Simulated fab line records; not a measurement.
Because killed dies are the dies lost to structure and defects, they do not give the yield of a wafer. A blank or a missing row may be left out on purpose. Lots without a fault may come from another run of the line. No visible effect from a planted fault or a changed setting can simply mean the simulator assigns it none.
Split-lot experiment / flow n5Finfet / route with 1938 steps; 7 lots, 39 wafers read

== THE SPLIT ==
At N5_GATE_CUT_DESCUM_18 (chemistry O2, time 7 s), the setting timeS was moved away from the recipe's 7 s on 9 of the 39 wafers read, by -46.6% to +55.9%. All remaining wafers had this setting at the recipe value.

The reading comes from the split's own step.

== THE READING ==
CAR-EUV_of_GATE_CUT_COAT_07.thkNm (the simulator's own value, which no gauge read), in nm, at N5_GATE_CUT_DESCUM_18 (chemistry O2, time 7 s). The file gives no usual value for it. The 30 wafers here that ran the recipe average 26.1 nm, standard deviation 0.11 nm.

wafer=L074.1; tool, chamber at the split=rieDiel-02, 1,2; timeS as run, s=7; against the recipe=recipe; CAR-EUV_of_GATE_CUT_COAT_07.thkNm, nm=26; against lot-mates on the recipe=-
wafer=L074.2; tool, chamber at the split=rieDiel-02, 1,2; timeS as run, s=7; against the recipe=recipe; CAR-EUV_of_GATE_CUT_COAT_07.thkNm, nm=26; against lot-mates on the recipe=-
wafer=L074.3; tool, chamber at the split=rieDiel-02, 0,3,3,0; timeS as run, s=7; against the recipe=recipe; CAR-EUV_of_GATE_CUT_COAT_07.thkNm, nm=26.2; against lot-mates on the recipe=-
wafer=L074.4; tool, chamber at the split=rieDiel-02, 0,3,3,0; timeS as run, s=7; against the recipe=recipe; CAR-EUV_of_GATE_CUT_COAT_07.thkNm, nm=26.2; against lot-mates on the recipe=-
wafer=L074.5; tool, chamber at the split=rieDiel-02, 0,3,3,0; timeS as run, s=7; against the recipe=recipe; CAR-EUV_of_GATE_CUT_COAT_07.thkNm, nm=26.2; against lot-mates on the recipe=-
wafer=L074.6; tool, chamber at the split=rieDiel-02, 0,3,3,0; timeS as run, s=7; against the recipe=recipe; CAR-EUV_of_GATE_CUT_COAT_07.thkNm, nm=26.2; against lot-mates on the recipe=-
wafer=L078.1; tool, chamber at the split=rieDiel-04, 1,2,2; timeS as run, s=7; against the recipe=recipe; CAR-EUV_of_GATE_CUT_COAT_07.thkNm, nm=26; against lot-mates on the recipe=-
wafer=L078.3; tool, chamber at the split=rieDiel-04, 1,2,2; timeS as run, s=7; against the recipe=recipe; CAR-EUV_of_GATE_CUT_COAT_07.thkNm, nm=26; against lot-mates on the recipe=-
wafer=L078.6; tool, chamber at the split=rieDiel-04, 1,2,2; timeS as run, s=7; against the recipe=recipe; CAR-EUV_of_GATE_CUT_COAT_07.thkNm, nm=26; against lot-mates on the recipe=-
wafer=L078.2; tool, chamber at the split=rieDiel-04, 3,0,3; timeS as run, s=3.735; against the recipe=-46.6%; CAR-EUV_of_GATE_CUT_COAT_07.thkNm, nm=27.6; against lot-mates on the recipe=+1.6
wafer=L078.4; tool, chamber at the split=rieDiel-04, 3,0,3; timeS as run, s=3.735; against the recipe=-46.6%; CAR-EUV_of_GATE_CUT_COAT_07.thkNm, nm=27.6; against lot-mates on the recipe=+1.6
wafer=L078.5; tool, chamber at the split=rieDiel-04, 3,0,3; timeS as run, s=3.735; against the recipe=-46.6%; CAR-EUV_of_GATE_CUT_COAT_07.thkNm, nm=27.6; against lot-mates on the recipe=+1.6
wafer=L080.1; tool, chamber at the split=rieDiel-04, 2,1,1; timeS as run, s=7; against the recipe=recipe; CAR-EUV_of_GATE_CUT_COAT_07.thkNm, nm=26; against lot-mates on the recipe=-
wafer=L080.4; tool, chamber at the split=rieDiel-04, 2,1,1; timeS as run, s=7; against the recipe=recipe; CAR-EUV_of_GATE_CUT_COAT_07.thkNm, nm=26; against lot-mates on the recipe=-
wafer=L080.5; tool, chamber at the split=rieDiel-04, 2,1,1; timeS as run, s=7; against the recipe=recipe; CAR-EUV_of_GATE_CUT_COAT_07.thkNm, nm=26; against lot-mates on the recipe=-
wafer=L080.2; tool, chamber at the split=rieDiel-04, 3,0; timeS as run, s=7; against the recipe=recipe; CAR-EUV_of_GATE_CUT_COAT_07.thkNm, nm=26.2; against lot-mates on the recipe=-
wafer=L080.3; tool, chamber at the split=rieDiel-04, 3,0; timeS as run, s=7; against the recipe=recipe; CAR-EUV_of_GATE_CUT_COAT_07.thkNm, nm=26.2; against lot-mates on the recipe=-
wafer=L080.6; tool, chamber at the split=rieDiel-04, 2; timeS as run, s=7; against the recipe=recipe; CAR-EUV_of_GATE_CUT_COAT_07.thkNm, nm=25.8; against lot-mates on the recipe=-
wafer=L083.1; tool, chamber at the split=rieDiel-05, 3,2,1,3,2; timeS as run, s=7; against the recipe=recipe; CAR-EUV_of_GATE_CUT_COAT_07.thkNm, nm=26; against lot-mates on the recipe=-
wafer=L083.2; tool, chamber at the split=rieDiel-05, 3,2,1,3,2; timeS as run, s=7; against the recipe=recipe; CAR-EUV_of_GATE_CUT_COAT_07.thkNm, nm=26; against lot-mates on the recipe=-
wafer=L083.3; tool, chamber at the split=rieDiel-05, 3,2,1,3,2; timeS as run, s=7; against the recipe=recipe; CAR-EUV_of_GATE_CUT_COAT_07.thkNm, nm=26; against lot-mates on the recipe=-
wafer=L083.4; tool, chamber at the split=rieDiel-05, 3,2,1,3,2; timeS as run, s=7; against the recipe=recipe; CAR-EUV_of_GATE_CUT_COAT_07.thkNm, nm=26; against lot-mates on the recipe=-
wafer=L083.6; tool, chamber at the split=rieDiel-05, 3,2,1,3,2; timeS as run, s=7; against the recipe=recipe; CAR-EUV_of_GATE_CUT_COAT_07.thkNm, nm=26; against lot-mates on the recipe=-
wafer=L083.5; tool, chamber at the split=rieDiel-05, 1; timeS as run, s=7; against the recipe=recipe; CAR-EUV_of_GATE_CUT_COAT_07.thkNm, nm=26.2; against lot-mates on the recipe=-
wafer=L090.1; tool, chamber at the split=rieDiel-05, 2,3; timeS as run, s=7; against the recipe=recipe; CAR-EUV_of_GATE_CUT_COAT_07.thkNm, nm=26.2; against lot-mates on the recipe=-
wafer=L090.6; tool, chamber at the split=rieDiel-05, 2,3; timeS as run, s=7; against the recipe=recipe; CAR-EUV_of_GATE_CUT_COAT_07.thkNm, nm=26.2; against lot-mates on the recipe=-
wafer=L090.2; tool, chamber at the split=rieDiel-05, 0,2; timeS as run, s=10.91; against the recipe=+55.9%; CAR-EUV_of_GATE_CUT_COAT_07.thkNm, nm=24.2; against lot-mates on the recipe=-1.9
wafer=L090.5; tool, chamber at the split=rieDiel-05, 0,2; timeS as run, s=10.91; against the recipe=+55.9%; CAR-EUV_of_GATE_CUT_COAT_07.thkNm, nm=24.2; against lot-mates on the recipe=-1.9
wafer=L090.3; tool, chamber at the split=rieDiel-05, 3; timeS as run, s=7; against the recipe=recipe; CAR-EUV_of_GATE_CUT_COAT_07.thkNm, nm=26; against lot-mates on the recipe=-
wafer=L090.4; tool, chamber at the split=rieDiel-05, 1; timeS as run, s=10.91; against the recipe=+55.9%; CAR-EUV_of_GATE_CUT_COAT_07.thkNm, nm=24.4; against lot-mates on the recipe=-1.7
wafer=L092.1; tool, chamber at the split=rieDiel-02, 3,2,0; timeS as run, s=7; against the recipe=recipe; CAR-EUV_of_GATE_CUT_COAT_07.thkNm, nm=26; against lot-mates on the recipe=-
wafer=L092.4; tool, chamber at the split=rieDiel-02, 3,2,0; timeS as run, s=7; against the recipe=recipe; CAR-EUV_of_GATE_CUT_COAT_07.thkNm, nm=26; against lot-mates on the recipe=-
wafer=L092.5; tool, chamber at the split=rieDiel-02, 3,2,0; timeS as run, s=7; against the recipe=recipe; CAR-EUV_of_GATE_CUT_COAT_07.thkNm, nm=26; against lot-mates on the recipe=-
wafer=L092.2; tool, chamber at the split=rieDiel-02, 1,3; timeS as run, s=8.219; against the recipe=+17.4%; CAR-EUV_of_GATE_CUT_COAT_07.thkNm, nm=25.4; against lot-mates on the recipe=-0.6
wafer=L092.6; tool, chamber at the split=rieDiel-02, 1,3; timeS as run, s=8.219; against the recipe=+17.4%; CAR-EUV_of_GATE_CUT_COAT_07.thkNm, nm=25.4; against lot-mates on the recipe=-0.6
wafer=L092.3; tool, chamber at the split=rieDiel-02, 0; timeS as run, s=8.219; against the recipe=+17.4%; CAR-EUV_of_GATE_CUT_COAT_07.thkNm, nm=25.6; against lot-mates on the recipe=-0.4
wafer=L095.1; tool, chamber at the split=rieDiel-02, 1; timeS as run, s=7; against the recipe=recipe; CAR-EUV_of_GATE_CUT_COAT_07.thkNm, nm=26; against lot-mates on the recipe=-
wafer=L095.3; tool, chamber at the split=rieDiel-02, 0; timeS as run, s=7; against the recipe=recipe; CAR-EUV_of_GATE_CUT_COAT_07.thkNm, nm=26.2; against lot-mates on the recipe=-
wafer=L095.5; tool, chamber at the split=rieDiel-02, 0; timeS as run, s=7; against the recipe=recipe; CAR-EUV_of_GATE_CUT_COAT_07.thkNm, nm=26.2; against lot-mates on the recipe=-
The file does not say which wafer passed through which chamber wherever a row lists several chambers: such a row stands for several wafers.

THE FIT
A straight line over all 39 wafers: CAR-EUV_of_GATE_CUT_COAT_07.thkNm changes by -0.0326 nm for each +1% of timeS; r = -0.99; the points scatter about the line by 0.1 nm.
The same after taking each lot's own level away (the mean of its wafers on the recipe; 39 wafers): -0.0336 nm for each +1%; r = -0.99; scatter 0.092 nm.
That fit puts the effect of the largest move of timeS on the reading at 1.9 nm.
Measured against the standard deviation above, the lots' own levels, which go from 26.00 to 26.13 nm, span 1.2 times it.
The two slopes agree, so the slope changes little with the lot-to-lot level.
Check: with one of the wafers moved furthest among these (+55.9%) left out of the fit, the line predicts -1.86 nm for it against its lot-mates. It came out at -1.93 nm against them.

== THE OTHER SPLITS THESE WAFERS WENT THROUGH ==
Note: prior to the reading, these wafers also went through further splits. Each is held against what the fit with the lots' levels taken away leaves over:
other split on the same wafers=N5_FIN_SAQP_SPACER2_ALD_28 targetThkA; wafers away from the commonest value=12; r with CAR-EUV_of_GATE_CUT_COAT_07.thkNm (lot level and that fit taken away)=+0.14
other split on the same wafers=N5_HKMG_FIN_HK_ALD_01 aldCycles; wafers away from the commonest value=15; r with CAR-EUV_of_GATE_CUT_COAT_07.thkNm (lot level and that fit taken away)=-0.14

== FILE'S OWN FIT ==
CAR-EUV_of_GATE_CUT_COAT_07.thkNm changes by -0.0336 nm for each +1% of timeS, r = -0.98.
